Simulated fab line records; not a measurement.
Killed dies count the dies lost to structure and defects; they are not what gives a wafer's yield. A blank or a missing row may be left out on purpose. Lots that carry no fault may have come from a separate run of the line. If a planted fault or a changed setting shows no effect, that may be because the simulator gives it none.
What tool caused it? -- flow nandHarc -- 18 wafers from 6 lots sampled at 2 of the route's 1302 steps

## WHAT THE GAUGES SHOWED, per wafer
NHARC_P_GATE_CD_MEAS_33.
lot,measured,on,cdNm (nm)
L495,day 5 17:46,cdSem-02,119.6 118.2 119.2
L497,day 6 07:05,cdSem-03,121.3 122.6 122.0
L508,day 11 04:02,cdSem-03,118.6 119.2 121.0
L510,day 11 21:22,cdSem-02,119.5 119.3 120.5
L513,day 12 21:20,cdSem-01,121.7 121.8 119.5
L517,day 14 10:20,cdSem-01,123.6 121.8 121.7

## EACH LOT AND THE TOOL THAT RAN IT (in order: tool; ch and the chambers of the sampled wafers; start)
lot,NHARC_P_GATE_DESCUM_13
L495,"rieDiel-01 ch 0,1,3, day 5 02:30"
L497,"rieDiel-05 ch 0,1,3, day 5 15:56"
L508,"rieDiel-01 ch 0,2,3, day 10 13:07"
L510,"rieDiel-05 ch 0,2, day 11 04:08"
L513,"rieDiel-01 ch 0,1,2, day 12 05:52"
L517,"rieDiel-07 ch 0,3, day 13 19:23"
- NHARC_P_GATE_DESCUM_13: chemistry O2, time 3 s.

## THE ANSWER, worked out from the rows above alone
Rule: the usual values come from the lots themselves. The widest of any qualifying gaps counts: lots, ordered by their means at a reading, are off when they make up no more than a third of the lots, leave a main group of 4 or more, and stand apart from it by 3 or more times the standard deviation of that group's means. A main group whose means are all the same, to the digits that the tables above print for the reading, isn't used. A lot without any number at a reading at which 4 lots or more have one is off too. All remaining lots with rows at the step are treated as sound.
No lot is off on any of the readings shown, so nothing can be concluded from this.

## WHAT WAS PUT IN BY THE SIMULATOR
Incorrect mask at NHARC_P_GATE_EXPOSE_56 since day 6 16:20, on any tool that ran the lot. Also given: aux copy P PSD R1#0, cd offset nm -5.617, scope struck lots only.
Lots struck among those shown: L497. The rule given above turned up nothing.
